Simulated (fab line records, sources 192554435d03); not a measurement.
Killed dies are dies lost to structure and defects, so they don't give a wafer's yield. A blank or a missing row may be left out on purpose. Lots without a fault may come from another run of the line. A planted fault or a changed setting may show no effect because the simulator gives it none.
Chamber matching | flow n5_finfet | N5_BEOL_M8_STRIP_36 on rie_diel-01: 4 sister chambers
The step strips in N2/H2. 20 wafers are shown with their chamber, then 10 later ones without.

WAFERS WITH THEIR CHAMBER
wafer  | chamber | showerhead_plenum_p_Torr (Torr) | throttle_valve_pct (%) | oes_product_au (a.u.)
L076.2 | 2       | 2.68                            | 23.38                  | 0.86
L076.3 | 1       | 2.61                            | 23.78                  | 0.68
L076.5 | 0       | 2.68                            | 23.46                  | 0.86
L075.4 | 3       | 2.47                            | 23.38                  | 0.87
L075.5 | 0       | 2.68                            | 23.44                  | 0.85
L075.6 | 3       | 2.47                            | 23.37                  | 0.87
L077.4 | 1       | 2.61                            | 23.79                  | 0.68
L077.5 | 2       | 2.68                            | 23.38                  | 0.85
L077.6 | 1       | 2.60                            | 23.78                  | 0.66
L078.1 | 2       | 2.67                            | 23.41                  | 0.85
L078.3 | 1       | 2.60                            | 23.79                  | 0.67
L078.4 | 0       | 2.67                            | 23.43                  | 0.83
L083.2 | 3       | 2.47                            | 23.39                  | 0.85
L083.3 | 1       | 2.60                            | 23.78                  | 0.66
L083.6 | 3       | 2.47                            | 23.39                  | 0.85
L084.2 | 3       | 2.47                            | 23.41                  | 0.84
L084.3 | 2       | 2.67                            | 23.43                  | 0.82
L084.4 | 3       | 2.47                            | 23.39                  | 0.84
L089.3 | 2       | 2.67                            | 23.41                  | 0.82
L089.4 | 2       | 2.67                            | 23.44                  | 0.82

SIGNATURES (means of the wafers above)
reading                  | chamber 0 | chamber 1 | chamber 2 | chamber 3 | scatter within a chamber
showerhead_plenum_p_Torr | 2.6767    | 2.6040    | 2.6733    | 2.4700    | 0.00447
throttle_valve_pct       | 23.4433   | 23.7840   | 23.4083   | 23.3883   | 0.0169
oes_product_au           | 0.8467    | 0.6700    | 0.8367    | 0.8533    | 0.0149
Rule: a wafer's distance from a chamber is the root of the sum, over the readings, of the square of ((its reading less the chamber's mean) divided by the reading's scatter). The wafer belongs to the nearest chamber; if the next one is less than 2 further off, it can't be placed. The scatter: the root of (the sum of the squares of (reading less its chamber's mean) over the shown wafers, divided by (wafers less chambers)).

WAFERS WITHOUT THEIR CHAMBER
wafer  | showerhead_plenum_p_Torr (Torr) | throttle_valve_pct (%) | oes_product_au (a.u.)
L089.5 | 2.46                            | 23.41                  | 0.84
L086.4 | 2.46                            | 23.41                  | 0.83
L086.5 | 2.67                            | 23.47                  | 0.84
L086.6 | 2.46                            | 23.40                  | 0.84
L090.2 | 2.66                            | 23.46                  | 0.81
L090.3 | 2.60                            | 23.47                  | 0.95
L090.4 | 2.66                            | 23.43                  | 0.81
L091.1 | 2.66                            | 23.47                  | 0.81
L091.3 | 2.60                            | 23.48                  | 0.93
L091.6 | 2.46                            | 23.43                  | 0.83

WHICH CHAMBER EACH WENT THROUGH
wafer  | from the rows above     | in truth
L089.5 | 3                       | 3
L086.4 | 3                       | 3
L086.5 | can't be placed: 0 or 2 | 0
L086.6 | 3                       | 3
L090.2 | can't be placed: 0 or 2 | 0
L090.3 | can't be placed: 2 or 0 | 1
L090.4 | can't be placed: 2 or 0 | 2
L091.1 | can't be placed: 0 or 2 | 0
L091.3 | can't be placed: 2 or 0 | 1
L091.6 | 3                       | 3
Placed correctly: 4 of 10. Can't be placed from these rows: 6 (the true chamber is among the candidates in 4). Placed wrongly: 0.
